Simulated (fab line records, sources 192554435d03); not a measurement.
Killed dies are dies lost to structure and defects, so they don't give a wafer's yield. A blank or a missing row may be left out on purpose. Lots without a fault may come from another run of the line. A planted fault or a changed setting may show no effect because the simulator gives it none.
Chamber matching | flow n5_finfet | N5_BEOL_M5_DEP_56 on pecvd-01: 3 sister chambers
The step deposits SiCN from 3MS/NH3, target thk 8 nm, time 14 s. 6 wafers are shown with their chamber, then 9 later ones without.

WAFERS WITH THEIR CHAMBER
wafer  | chamber | showerhead_plenum_p_Torr (Torr) | throttle_valve_pct (%)
L085.2 | 0       | 3.664                           | 9.3
L087.1 | 1       | 3.669                           | 9.0
L087.5 | 0       | 3.653                           | 9.3
L086.2 | 2       | 3.657                           | 9.3
L086.3 | 1       | 3.677                           | 9.2
L086.4 | 2       | 3.660                           | 9.2

WAFERS WITHOUT THEIR CHAMBER
wafer  | showerhead_plenum_p_Torr (Torr) | throttle_valve_pct (%)
L089.1 | 3.662                           | 9.4
L089.5 | 3.657                           | 9.3
L089.6 | 3.674                           | 9.0
L093.1 | 3.666                           | 9.3
L093.3 | 3.654                           | 9.0
L093.4 | 3.671                           | 8.8
L092.1 | 3.660                           | 9.4
L092.2 | 3.656                           | 9.0
L092.3 | 3.678                           | 9.3

WHICH CHAMBER EACH WENT THROUGH
wafer  | from the rows above          | in truth
L089.1 | can't be placed: 0 or 2      | 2
L089.5 | can't be placed: 0 or 2      | 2
L089.6 | 1                            | 1
L093.1 | can't be placed: 0 or 2 or 1 | 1
L093.3 | can't be placed: 2 or 0 or 1 | 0
L093.4 | 1                            | 1
L092.1 | can't be placed: 0 or 2      | 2
L092.2 | can't be placed: 2 or 1 or 0 | 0
L092.3 | can't be placed: 1 or 0 or 2 | 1
Placed correctly: 2 of 9. Can't be placed from these rows: 7 (the true chamber is among the candidates in 7). Placed wrongly: 0.
How it was worked out, from the rows above alone: a wafer's distance from a chamber is the root of the sum, over the readings, of the square of ((its reading less the chamber's mean) divided by the reading's scatter). The wafer belongs to the nearest chamber; if the next one is less than 2 further off, it can't be placed. A chamber's mean is the mean of its shown wafers. The scatter: the root of (the sum of the squares of (reading less its chamber's mean) over the shown wafers, divided by (wafers less chambers)).
